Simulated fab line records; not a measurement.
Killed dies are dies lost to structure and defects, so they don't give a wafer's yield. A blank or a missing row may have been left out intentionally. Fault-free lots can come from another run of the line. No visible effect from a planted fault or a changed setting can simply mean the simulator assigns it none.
Struck lot and sound lot, side by side    flow nandHarc    22 steps out of a route of 1159
Sound: these wafers, L433.2, L433.5, L433.6. Wafers struck: L440.3, L440.4, L440.6. Last of all comes the cause.
Per side, at each step with rows, come the tool, then ch with its chambers, and then its first start. Under that, the readings that differ: sound wafers    struck wafers    difference of the means    sigmas: that difference in standard deviations of wafers without a fault.
alike: readings whose means differ by less than 2 such deviations, and words and numbers that are the same on both sides. not compared: withheld readings, readings that some wafer has no value for, bounds like >300 that may hide the same value, and numbers for which the record gives no deviation and whose values overlap.
A row with sigmas, a row that says differs or no value, or rows on one side alone: a step with any of these is where the two part. Numbers that have no deviation but don't overlap get no sigmas and don't part them. A reading that every wafer of one side lacks parts them only if that side has two wafers or more.

NHARC_A_BLC_CVD_24: deposits W, target thk 150 nm, time 434 s.
  sound on cvdW-01 ch 0,1; struck on cvdW-02 ch 0,1
  alike: heaterPowerW, throttleValvePct
  not compared: sinceWetCleanH
NHARC_A_BLC_CMP_25: polishes, t overpolish 30 s, target thk 150 nm.
  sound on cmp-02 ch 0,1,3, day 17 18:06; struck on cmp-02 ch 1,2,3, day 19 16:45
  alike: motorCurrentA, overpolishRunS, timeToEndpointS
after that, 1 step had no rows for these wafers: NHARC_A_BLC_SRD_27.
NHARC_A_BLC_INSPECT_28:
  sound on defectInspect-01 at day 17 18:26; struck on defectInspect-01 at day 19 17:08
reading         sound        struck       difference  sigmas
rawDefectCount  399 413 349  463 783 561  +215        +2
then, 7 steps without rows for these wafers: NHARC_A_M0_DEP_00 (deposits SiOC, target thk 150 nm); NHARC_A_M0_DEHYDRATE_01 (time 120 s); NHARC_A_M0_HMDS_02 (time 30 s); NHARC_A_M0_COAT_33 (time 65 s); NHARC_A_M0_COAT_03 (resist thk 90 nm); NHARC_A_M0_SOFTBAKE_04 (time 55 s); NHARC_A_M0_EBR_05.
NHARC_A_M0_EXPOSE_06: exposes mask A M0, target cd 80 nm.
  sound on arfiScanner-01 ch 0, day 17 19:13; struck on arfiScanner-01 ch 0, day 19 17:54
reading            sound              struck             difference  sigmas
exposureDoseMJCm2  83.37 83.34 83.36  81.34 81.50 81.34  -1.96       -24
  alike: mask
then, 2 steps without rows for these wafers: NHARC_A_M0_PEB_07 (peb time 65 s); NHARC_A_M0_DEVELOP_08 (develop time 35 s).
NHARC_A_M0_CD_MEAS_09: the cd target is 80 nm.
  sound on cdSem-03 ch 0, day 17 19:21; struck on cdSem-03 ch 0, day 19 18:02
  alike: cdNm
NHARC_A_M0_OVL_MEAS_10: pitch 160 nm.
  sound on overlay-02 at day 17 19:26; struck on overlay-02 at day 19 18:08
reading          sound        struck          difference  sigmas
overlayXNm (nm)  1.5 2.6 1.9  -0.5 -0.7 -0.3  -2.5        -3
  alike: overlayYNm
NHARC_A_M0_INSPECT_11:
  sound on defectInspect-01 at day 17 19:28; struck on defectInspect-01 at day 19 18:10
  alike: rawDefectCount
NHARC_A_M0_DESCUM_14: chemistry O2, time 3 s.
  sound on rieDiel-06 ch 0,3, day 17 19:32; struck on rieDiel-09 ch 2,3, day 19 18:13
reading               sound              struck           difference  sigmas
model.A_M0.cdNm (nm)  79.34 79.81 79.31  78.2 78.2 78.42  -1.2        
  alike: drypumpMotorCurrentA, oesProductAu, rfVppV, showerheadPlenumPTorr, throttleValvePct
  not compared: rfHoursCounterH
NHARC_A_M0_ETCH_34: etches the open film in N2/H2, target depth 40 nm, overetch 12 nm, time 43.94 s.
  sound on rieDiel-06 ch 1,2, day 17 19:37; struck on rieDiel-09 ch 0,1,2, day 19 18:19
  alike: drypumpMotorCurrentA, oesProductAu, rfVppV, showerheadPlenumPTorr, throttleValvePct
  not compared: rfHoursCounterH
NHARC_A_M0_ETCH_15: etches the open film in C4F8/Ar, target depth 150 nm, overetch 15 nm, time 82.5 s.
  sound on rieDiel-06 ch 0,1; struck on rieDiel-09 ch 0,1,2
reading               sound             struck         difference  sigmas
model.A_M0.cdNm (nm)  79.69 79.9 79.63  78 78.1 78.72  -1          
  alike: oesProductAu, rfVppV
  not compared: rfHoursCounterH
NHARC_A_M0_CD_MEAS_16:
  sound on cdSem-02 at day 17 19:50; struck on cdSem-02 at day 19 18:32
reading    sound           struck          difference  sigmas
cdNm (nm)  80.1 80.2 79.9  78.0 78.2 78.5  -1.8        -3
NHARC_END_SORT_01:
  only the struck wafers appear in the record here, on prober-01 ch 0 at day 21 12:07; the sound ones have no rows

WHERE THEY PART
Earliest at NHARC_A_BLC_INSPECT_28; latest, in this record, at NHARC_END_SORT_01.

WHY: whatever the simulator had introduced
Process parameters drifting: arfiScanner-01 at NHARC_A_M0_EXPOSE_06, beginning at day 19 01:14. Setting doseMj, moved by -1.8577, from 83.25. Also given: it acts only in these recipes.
